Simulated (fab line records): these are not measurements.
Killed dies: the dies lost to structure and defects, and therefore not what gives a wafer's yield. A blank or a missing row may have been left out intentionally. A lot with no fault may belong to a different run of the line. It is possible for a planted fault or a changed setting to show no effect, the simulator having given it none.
Chamber matching || flow nand_harc || 4 sister chambers for NHARC_P_ZERO_WELL_DESCUM_39 on rie_diel-02
The step chemistry O2, time 3 s. 24 wafers are shown with their chamber, then 12 later ones without.

== WAFERS PAIRED WITH THEIR CHAMBERS ==
{"wafer": "L074.2", "chamber": 3, "drypump_motor_current_A (A)": 6.0, "showerhead_plenum_p_Torr (Torr)": 1.86, "oes_product_au (a.u.)": 0.991}
{"wafer": "L074.3", "chamber": 0, "drypump_motor_current_A (A)": 5.6, "showerhead_plenum_p_Torr (Torr)": 1.81, "oes_product_au (a.u.)": 1.011}
{"wafer": "L074.4", "chamber": 1, "drypump_motor_current_A (A)": 6.0, "showerhead_plenum_p_Torr (Torr)": 1.84, "oes_product_au (a.u.)": 1.003}
{"wafer": "L077.1", "chamber": 3, "drypump_motor_current_A (A)": 6.0, "showerhead_plenum_p_Torr (Torr)": 1.86, "oes_product_au (a.u.)": 1.016}
{"wafer": "L077.5", "chamber": 0, "drypump_motor_current_A (A)": 5.6, "showerhead_plenum_p_Torr (Torr)": 1.81, "oes_product_au (a.u.)": 0.998}
{"wafer": "L077.6", "chamber": 3, "drypump_motor_current_A (A)": 6.1, "showerhead_plenum_p_Torr (Torr)": 1.86, "oes_product_au (a.u.)": 1.012}
{"wafer": "L079.2", "chamber": 3, "drypump_motor_current_A (A)": 6.0, "showerhead_plenum_p_Torr (Torr)": 1.85, "oes_product_au (a.u.)": 1.003}
{"wafer": "L079.4", "chamber": 2, "drypump_motor_current_A (A)": 4.8, "showerhead_plenum_p_Torr (Torr)": 1.91, "oes_product_au (a.u.)": 1.012}
{"wafer": "L079.5", "chamber": 3, "drypump_motor_current_A (A)": 6.0, "showerhead_plenum_p_Torr (Torr)": 1.85, "oes_product_au (a.u.)": 1.019}
{"wafer": "L086.1", "chamber": 2, "drypump_motor_current_A (A)": 4.7, "showerhead_plenum_p_Torr (Torr)": 1.90, "oes_product_au (a.u.)": 1.009}
{"wafer": "L086.2", "chamber": 0, "drypump_motor_current_A (A)": 5.5, "showerhead_plenum_p_Torr (Torr)": 1.80, "oes_product_au (a.u.)": 0.997}
{"wafer": "L086.5", "chamber": 2, "drypump_motor_current_A (A)": 4.8, "showerhead_plenum_p_Torr (Torr)": 1.90, "oes_product_au (a.u.)": 1.001}
{"wafer": "L087.1", "chamber": 3, "drypump_motor_current_A (A)": 6.0, "showerhead_plenum_p_Torr (Torr)": 1.85, "oes_product_au (a.u.)": 1.013}
{"wafer": "L087.2", "chamber": 1, "drypump_motor_current_A (A)": 6.0, "showerhead_plenum_p_Torr (Torr)": 1.83, "oes_product_au (a.u.)": 1.014}
{"wafer": "L087.3", "chamber": 0, "drypump_motor_current_A (A)": 5.6, "showerhead_plenum_p_Torr (Torr)": 1.80, "oes_product_au (a.u.)": 0.982}
{"wafer": "L091.1", "chamber": 2, "drypump_motor_current_A (A)": 4.8, "showerhead_plenum_p_Torr (Torr)": 1.89, "oes_product_au (a.u.)": 1.012}
{"wafer": "L091.3", "chamber": 1, "drypump_motor_current_A (A)": 6.0, "showerhead_plenum_p_Torr (Torr)": 1.82, "oes_product_au (a.u.)": 1.015}
{"wafer": "L091.5", "chamber": 2, "drypump_motor_current_A (A)": 4.7, "showerhead_plenum_p_Torr (Torr)": 1.89, "oes_product_au (a.u.)": 1.014}
{"wafer": "L092.1", "chamber": 0, "drypump_motor_current_A (A)": 5.6, "showerhead_plenum_p_Torr (Torr)": 1.80, "oes_product_au (a.u.)": 0.990}
{"wafer": "L092.2", "chamber": 3, "drypump_motor_current_A (A)": 6.0, "showerhead_plenum_p_Torr (Torr)": 1.84, "oes_product_au (a.u.)": 0.997}
{"wafer": "L092.4", "chamber": 2, "drypump_motor_current_A (A)": 4.8, "showerhead_plenum_p_Torr (Torr)": 1.89, "oes_product_au (a.u.)": 0.997}
{"wafer": "L093.1", "chamber": 3, "drypump_motor_current_A (A)": 6.1, "showerhead_plenum_p_Torr (Torr)": 1.84, "oes_product_au (a.u.)": 1.013}
{"wafer": "L093.3", "chamber": 2, "drypump_motor_current_A (A)": 4.7, "showerhead_plenum_p_Torr (Torr)": 1.89, "oes_product_au (a.u.)": 0.999}
{"wafer": "L093.5", "chamber": 0, "drypump_motor_current_A (A)": 5.5, "showerhead_plenum_p_Torr (Torr)": 1.79, "oes_product_au (a.u.)": 1.002}

SIGNATURES (averages over the wafers above)
{"reading": "drypump_motor_current_A", "chamber 0": 5.567, "chamber 1": 6.000, "chamber 2": 4.757, "chamber 3": 6.025, "scatter within a chamber": 0.0477}
{"reading": "showerhead_plenum_p_Torr", "chamber 0": 1.8017, "chamber 1": 1.8300, "chamber 2": 1.8957, "chamber 3": 1.8513, "scatter within a chamber": 0.00819}
{"reading": "oes_product_au", "chamber 0": 0.99667, "chamber 1": 1.01067, "chamber 2": 1.00629, "chamber 3": 1.00800, "scatter within a chamber": 0.00886}
Rule: for a wafer and a chamber, the distance is found by dividing, reading by reading, the gap between the wafer's reading and the chamber's mean by the reading's scatter, squaring, summing and taking the root. If the next closest chamber is less than 2 further off than the closest, the wafer can't be placed; otherwise it belongs to the closest. The scatter: the root of (the sum of the squares of (reading less its chamber's mean) over the shown wafers, divided by (wafers less chambers)).

== WAFERS WITHOUT THEIR CHAMBER ==
{"wafer": "L095.2", "drypump_motor_current_A (A)": 6.0, "showerhead_plenum_p_Torr (Torr)": 1.84, "oes_product_au (a.u.)": 1.007}
{"wafer": "L095.5", "drypump_motor_current_A (A)": 5.6, "showerhead_plenum_p_Torr (Torr)": 1.79, "oes_product_au (a.u.)": 1.003}
{"wafer": "L095.6", "drypump_motor_current_A (A)": 6.0, "showerhead_plenum_p_Torr (Torr)": 1.84, "oes_product_au (a.u.)": 1.007}
{"wafer": "L095.1", "drypump_motor_current_A (A)": 5.6, "showerhead_plenum_p_Torr (Torr)": 1.79, "oes_product_au (a.u.)": 1.005}
{"wafer": "L095.3", "drypump_motor_current_A (A)": 6.0, "showerhead_plenum_p_Torr (Torr)": 1.82, "oes_product_au (a.u.)": 1.019}
{"wafer": "L095.4", "drypump_motor_current_A (A)": 4.8, "showerhead_plenum_p_Torr (Torr)": 1.89, "oes_product_au (a.u.)": 0.996}
{"wafer": "L097.1", "drypump_motor_current_A (A)": 5.6, "showerhead_plenum_p_Torr (Torr)": 1.79, "oes_product_au (a.u.)": 0.996}
{"wafer": "L097.5", "drypump_motor_current_A (A)": 6.0, "showerhead_plenum_p_Torr (Torr)": 1.82, "oes_product_au (a.u.)": 1.005}
{"wafer": "L097.6", "drypump_motor_current_A (A)": 5.6, "showerhead_plenum_p_Torr (Torr)": 1.79, "oes_product_au (a.u.)": 1.012}
{"wafer": "L097.2", "drypump_motor_current_A (A)": 6.0, "showerhead_plenum_p_Torr (Torr)": 1.84, "oes_product_au (a.u.)": 1.002}
{"wafer": "L097.3", "drypump_motor_current_A (A)": 4.7, "showerhead_plenum_p_Torr (Torr)": 1.89, "oes_product_au (a.u.)": 0.995}
{"wafer": "L097.4", "drypump_motor_current_A (A)": 6.1, "showerhead_plenum_p_Torr (Torr)": 1.82, "oes_product_au (a.u.)": 1.006}

== EACH ONE'S CHAMBER ==
{"wafer": "L095.2", "from the rows above": "can't be placed: 1 or 3", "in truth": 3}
{"wafer": "L095.5", "from the rows above": 0, "in truth": 0}
{"wafer": "L095.6", "from the rows above": "can't be placed: 1 or 3", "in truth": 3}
{"wafer": "L095.1", "from the rows above": 0, "in truth": 0}
{"wafer": "L095.3", "from the rows above": 1, "in truth": 1}
{"wafer": "L095.4", "from the rows above": 2, "in truth": 2}
{"wafer": "L097.1", "from the rows above": 0, "in truth": 0}
{"wafer": "L097.5", "from the rows above": 1, "in truth": 1}
{"wafer": "L097.6", "from the rows above": 0, "in truth": 0}
{"wafer": "L097.2", "from the rows above": "can't be placed: 1 or 3", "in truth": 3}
{"wafer": "L097.3", "from the rows above": 2, "in truth": 2}
{"wafer": "L097.4", "from the rows above": "can't be placed: 1 or 3", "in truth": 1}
Placed correctly: 8 of 12. Not placeable from these rows: 4 (in 4, the candidates include the true chamber). Wrongly placed: 0.
